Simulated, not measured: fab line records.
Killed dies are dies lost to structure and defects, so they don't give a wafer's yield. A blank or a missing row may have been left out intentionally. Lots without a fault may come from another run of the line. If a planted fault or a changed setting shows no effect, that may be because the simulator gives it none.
Problem report, 8D (eight disciplines) form, completed by code | flow n5 finfet | the parts of the form that need people (team, actions taken, sign-off) are left out

1. PROBLEM STATEMENT
exposure dose mJ cm2 at N5_PMOS_HMC_CHANNEL_EPI_EXPOSE_06 reads a mean of 40.42 on 6 wafers of 2 lots; wafers without a fault read 41.08 with a standard deviation of 0.14. That is -4.7 standard deviations from the usual mean.
The step: exposes mask PMOS HMC BLK, target cd 240 nm.
First seen on wafer L940.2, day 4 23:16, on arfi scanner-01. Wafers with a number at this step in the record: 30, from 10 lots. By rule, "out" or "out of limits" means more than 4 standard deviations away from the usual mean. All remaining wafers that have a number are taken as sound.

2. WHAT IT IS, AND WHAT IT ISN'T
question                    | is                     | is not
which readings at this step | exposure dose mJ cm2   | -
which lots                  | L940, L942             | L928, L929, L930, L932, L937, L941, L946, L948
which wafers of those lots  | all that have a number | -
read on which tools         | arfi scanner-01        | arfi scanner-02, arfi scanner-03
when                        | from day 4 23:16       | up to then (15 sound wafers); but 9 sound wafers of L941, L946, L948 came after

3. THE SUSPECTS, EACH WITH WHAT RULES IT OUT
Counting: a tool stays on the suspect list if, at a process step up to the reading, it processed all lots that are out and no sound lot following the first of them.
- arfi scanner-01 at N5_PMOS_HMC_CHANNEL_EPI_EXPOSE_06 (exposes mask PMOS HMC BLK, target cd 240 nm): kept. It ran every lot that is out, first L940 (day 4 23:16), and no sound lot after that; its last sound lot up to then is L930 (day 2 11:37). Out on those wafers are its own readings of exposure dose mJ cm2.
The count leaves arfi scanner-01 at N5_PMOS_HMC_CHANNEL_EPI_EXPOSE_06.

4. THE CAUSE (what the simulator had put in)
Drift in process parameters on arfi scanner-01 at N5_PMOS_HMC_CHANNEL_EPI_EXPOSE_06, starting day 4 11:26. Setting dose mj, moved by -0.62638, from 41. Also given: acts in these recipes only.
After counting, this tool was the only one left.

5. THE CHAIN OF EFFECTS, in route order
One row per reading whose mean, taken over the struck wafers that have a number, lies over 3 standard deviations from the usual. Scope: only readings with a usual standard deviation given in the record; hours: median across lots of the time from each lot's start at the first step in this table that gives one to its start at this step; sigmas: change in usual standard deviations.
hours | step                              | reading              | usual | on struck wafers | change | sigmas
0     | N5_PMOS_HMC_CHANNEL_EPI_EXPOSE_06 | exposure dose mJ cm2 | 41.08 | 40.42            | -0.66  | -4.7
Process steps it contains:
- N5_PMOS_HMC_CHANNEL_EPI_EXPOSE_06: exposes mask PMOS HMC BLK, target cd 240 nm.
At these later measuring or inspecting steps, every struck wafer for which the step has a row has a number for every such reading, and none has moved that far: N5_BEOL_M4_RC_MEAS_101.

6. HOW IT WOULD HAVE BEEN CAUGHT EARLIER
12 hours passed between the start of the fault at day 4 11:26 and the first reading out of limits in this record, taken at day 4 23:16.
